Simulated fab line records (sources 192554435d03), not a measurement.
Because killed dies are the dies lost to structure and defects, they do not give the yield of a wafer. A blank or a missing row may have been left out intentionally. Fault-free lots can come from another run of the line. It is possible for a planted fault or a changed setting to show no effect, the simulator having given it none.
Which of the tools did it? | flow n5Finfet | Sampling: 9 lots, 27 wafers, 3 of 1938 route steps

## WHAT THE GAUGES SHOWED, per wafer
N5_SD_EPI_P_EPI_MEAS_23.
lot  | measured    | on           | thkNm (nm)
L104 | day 4 02:37 | filmMetro-02 | 60.6 62.2 61.7
L105 | day 4 09:56 | filmMetro-02 | 60.3 60.4 63.3
L106 | day 4 18:22 | filmMetro-02 | 60.3 60.3 59.4
L111 | day 6 03:32 | filmMetro-01 | 67.2 68.6 68.4
L113 | day 6 13:55 | filmMetro-02 | 68.3 68.0 65.1
L115 | day 6 21:30 | filmMetro-02 | 61.1 60.6 60.3
L120 | day 8 06:35 | filmMetro-02 | 61.1 60.4 61.6
L121 | day 8 10:40 | filmMetro-01 | 62.4 61.3 60.5
L123 | day 8 22:33 | filmMetro-02 | 60.4 62.2 61.3

## WHICH TOOL RAN EACH LOT (tool, then ch and the chambers of the sampled wafers, then the start)
lot  | N5_SD_EPI_N_ETCH_16              | N5_SD_EPI_P_EPI_21
L104 | rieDiel-01 ch 0,1,3, day 3 19:13 | epiRpcvd-01 ch 0, day 4 00:25
L105 | rieDiel-01 ch 0,1, day 4 02:17   | epiRpcvd-03 ch 0, day 4 07:44
L106 | rieDiel-01 ch 0,2,3, day 4 11:05 | epiRpcvd-01 ch 0, day 4 16:32
L111 | rieDiel-03 ch 0,2, day 5 16:03   | epiRpcvd-01 ch 0, day 6 01:04
L113 | rieDiel-05 ch 1,2,3, day 6 03:36 | epiRpcvd-01 ch 0, day 6 11:00
L115 | rieDiel-01 ch 1,3, day 6 13:29   | epiRpcvd-03 ch 0, day 6 20:01
L120 | rieDiel-01 ch 0,1,3, day 7 22:29 | epiRpcvd-03 ch 0, day 8 05:07
L121 | rieDiel-03 ch 0,2,3, day 8 03:18 | epiRpcvd-02 ch 0, day 8 09:11
L123 | rieDiel-01 ch 0,1, day 8 15:07   | epiRpcvd-02 ch 0, day 8 20:43
- N5_SD_EPI_N_ETCH_16: etches SiO2 in CHF3/O2, target depth 5 nm.
- N5_SD_EPI_P_EPI_21: deposits SiGe:B, time 355 s.

## THE ANSWER, worked out from the rows above alone
Rule: the usual values come from the lots themselves. The widest of any qualifying gaps counts: lots, ordered by their means at a reading, are off when they make up no more than a third of the lots, leave a main group of 4 or more, and stand apart from it by 3 or more times the standard deviation of that group's means. A main group whose means are all the same, to the digits that the tables above print for the reading, isn't used. A lot without any number at a reading at which 4 lots or more have one is off too. Any other lot the step has rows for is counted as sound.
Off: L111, L113 (N5_SD_EPI_P_EPI_MEAS_23, thkNm). The main group has a mean of 61.0 nm with a standard deviation of 0.5.
A tool fits if, at a process step before that reading, it ran every lot that is off, and no sound lot after the first of them. Those tools and the gauges at N5_SD_EPI_P_EPI_MEAS_23 are tried in the same way. One fits: epiRpcvd-01 at N5_SD_EPI_P_EPI_21. A fault onset in the window from L106 (day 4 16:32, its last sound lot) to L111 (day 6 01:04, its first lot off) fits.

## WHAT THE SIMULATOR HAD PUT IN
Process parameter drift: epiRpcvd-01, from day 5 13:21 on, at N5_SD_EPI_P_EPI_21. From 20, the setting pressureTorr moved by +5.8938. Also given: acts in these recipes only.
Struck lots among those shown: L111, L113. This agrees with what the rule above found.
